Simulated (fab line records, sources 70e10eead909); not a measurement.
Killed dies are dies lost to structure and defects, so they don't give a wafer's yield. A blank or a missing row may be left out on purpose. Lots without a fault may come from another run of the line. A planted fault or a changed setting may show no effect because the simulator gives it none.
A struck lot beside a sound one | flow nand_harc | 41 steps out of a route of 1159
Sound: wafers L203.1, L203.2, L203.4. Struck: wafer L215.2. (L215.4, L215.5 of the same lot were not struck and are left out.) The cause comes at the end.
At each step with rows: each side's tool, then ch and its chambers, then its first start. Under that, the readings that differ: sound wafers | struck wafers | difference of the means | sigmas: that difference in standard deviations of wafers without a fault.
alike: readings whose means differ by less than 2 such deviations, and words and numbers that are the same on both sides. not compared: withheld readings, readings that some wafer has no value for, bounds like >300 that may hide the same value, and numbers for which the record gives no deviation and whose values overlap.
The two part at a step that has a row with sigmas, a row that says differs or no value, or rows on one side only. Numbers that don't overlap but have no deviation are shown without sigmas and don't part them. A reading that every wafer of one side lacks parts them only if that side has two wafers or more.

first, 5 steps without rows for these wafers: NHARC_A_STAIRCASE_SRD_154; NHARC_A_STAIRCASE_ETCH_403 (etches SiO2 in dHF, target depth 108.2 nm); NHARC_A_STAIRCASE_ETCHBACK_422 (etches the open film in CH3F/O2, target depth 40 nm, time 74.286 s); NHARC_A_STAIRCASE_ETCH_423 (etches SiO2 in dHF, target depth 30 nm); NHARC_A_STAIRCASE_ETCHBACK_157 (etches the open film in CH3F/O2, target depth 90 nm, time 167.14 s).
NHARC_A_STAIRCASE_STRIP_475: strips in O2, time 20 s.
  sound on rie_diel-11 ch 0,1,3; struck on rie_diel-11 ch 0
  reading                | sound    | struck | difference | sigmas
  rf_hours_counter_h (h) | 52 53 48 | 15     | -36        |
  alike: drypump_motor_current_A, oes_product_au, rf_vpp_V, showerhead_plenum_p_Torr, throttle_valve_pct
NHARC_A_STAIRCASE_DEP_471: deposits SiO2, target thk 100 nm.
  sound on pecvd-04 ch 0,2, day 15 02:05; struck on pecvd-04 ch 0, day 18 02:55
  alike: heater_power_w, throttle_valve_pct
then, 2 steps without rows for these wafers: NHARC_A_STAIRCASE_CMP_472 (polishes SiO2); NHARC_A_STAIRCASE_SRD_474.
NHARC_A_STAIRCASE_INSPECT_155:
  sound on defect_inspect-02, day 15 02:49; struck on defect_inspect-01, day 18 03:35
  alike: raw_defect_count
NHARC_A_SGD_CUT_DEP_00: deposits SiNx, target thk 50 nm.
  sound on pecvd-01 ch 1,2, day 15 02:53; struck on pecvd-01 ch 0, day 18 03:42
  alike: heater_power_w
then, 10 steps without rows for these wafers: NHARC_A_SGD_CUT_DEHYDRATE_01 (time 120 s); NHARC_A_SGD_CUT_HMDS_02 (time 30 s); NHARC_A_SGD_CUT_COAT_56 (time 75 s); NHARC_A_SGD_CUT_COAT_57 (time 65 s); NHARC_A_SGD_CUT_COAT_03 (resist thk 90 nm); NHARC_A_SGD_CUT_SOFTBAKE_04 (time 55 s); NHARC_A_SGD_CUT_EBR_05; NHARC_A_SGD_CUT_EXPOSE_06 (exposes mask SGD); NHARC_A_SGD_CUT_PEB_07 (peb time 65 s); NHARC_A_SGD_CUT_DEVELOP_08 (develop time 35 s).
NHARC_A_SGD_CUT_CD_MEAS_09: target cd 100 nm.
  sound on cd_sem-01 ch 0, day 15 03:36; struck on cd_sem-02 ch 0, day 18 04:14
  alike: cd_nm
NHARC_A_SGD_CUT_OVL_MEAS_10:
  sound on overlay-02, day 15 03:41; struck on overlay-01, day 18 04:20
  reading           | sound       | struck | difference | sigmas
  overlay_x_nm (nm) | 2.4 2.0 2.4 | -0.4   | -2.7       | -3
  alike: overlay_y_nm
NHARC_A_SGD_CUT_INSPECT_11:
  sound on defect_inspect-02, day 15 03:43; struck on defect_inspect-01, day 18 04:22
  alike: raw_defect_count
then, 3 steps without rows for these wafers: NHARC_A_SGD_CUT_DESCUM_14 (chemistry O2, time 3 s); NHARC_A_SGD_CUT_ETCH_58 (etches the open film in CF4, target depth 39 nm, time 65 s); NHARC_A_SGD_CUT_ETCH_59 (etches the open film in N2/H2, target depth 260 nm, time 406.25 s).
NHARC_A_SGD_CUT_ETCH_15: etches the open film in CH3F/O2, target depth 75 nm, time 64.3 s.
  sound on rie_diel-10 ch 1,2,3; struck on rie_diel-04 ch 2
  reading                | sound             | struck | difference | sigmas
  rf_hours_counter_h (h) | 18 16 17          | 11     | -6         |
  rf_vpp_V (V)           | 263.4 262.1 261.3 | 265.9  | +3.6       | +2
  alike: ch3f_flow_sccm, drypump_motor_current_A, oes_product_au, showerhead_plenum_p_Torr, throttle_valve_pct
NHARC_A_SGD_CUT_ETCH_16: etches the open film in C4F8/O2/Ar, target depth 310.5 nm, time 155.2 s.
  sound on rie_diel-10 ch 0,1,3; struck on rie_diel-04 ch 0
  reading                | sound    | struck | difference | sigmas
  rf_hours_counter_h (h) | 17 18 18 | 11     | -7         |
  alike: oes_product_au, rf_vpp_V
then, 7 steps without rows for these wafers: NHARC_A_SGD_CUT_STRIP_60 (strips in C4F8/O2/Ar); NHARC_A_SGD_CUT_STRIP_17 (strips in O2); NHARC_A_SGD_CUT_PRECLEAN_18 (cleans in SC1); NHARC_A_SGD_CUT_SRD_19; NHARC_A_SGD_CUT_DEP_20 (deposits SiO2, target thk 150 nm); NHARC_A_SGD_CUT_ANNEAL_27 (time 1800 s); NHARC_A_SGD_CUT_CMP_21 (polishes, target thk 148.19 nm).
NHARC_A_SGD_CUT_THK_MEAS_22: measures by ellipsometry.
  sound on film_metro-01, day 15 10:35; struck on film_metro-01, day 18 10:25
  reading     | sound             | struck | difference | sigmas
  thk_nm (nm) | 148.5 147.4 145.3 | 151.0  | +3.9       | +3
then, 2 steps without rows for these wafers: NHARC_A_SGD_CUT_SRD_23; NHARC_A_SGD_CUT_ETCH_26 (etches SiO2 in dHF, target depth 45.8 nm).
NHARC_A_SGD_CUT_ETCHBACK_24: etches the open film in CH3F/O2, target depth 50 nm, time 92.857 s.
  sound on rie_diel-01 ch 1,2,3, day 15 10:48; struck on rie_diel-01 ch 1, day 18 10:40
  reading                | sound             | struck | difference | sigmas
  ch3f_flow_sccm (sccm)  | 50.14 50.05 50.26 | 49.74  | -0.41      | -3
  rf_hours_counter_h (h) | 1 1 1             | 7      | +6         |
  alike: drypump_motor_current_A, oes_product_au, rf_vpp_V, showerhead_plenum_p_Torr, throttle_valve_pct
-- the record jumps here: 6 days lie between the struck wafers' starts before and after (it left off in module A_SGD_CUT and takes up again in module END, whose first step shown is number 1159 of the route) --
NHARC_END_SORT_01:
  the record has rows for the struck wafers here (prober-02 ch 0, day 23 22:54) and none for the sound ones

WHERE THEY PART
First at NHARC_A_SGD_CUT_OVL_MEAS_10; last, within this record, at NHARC_END_SORT_01.

WHY: what the simulator had put in
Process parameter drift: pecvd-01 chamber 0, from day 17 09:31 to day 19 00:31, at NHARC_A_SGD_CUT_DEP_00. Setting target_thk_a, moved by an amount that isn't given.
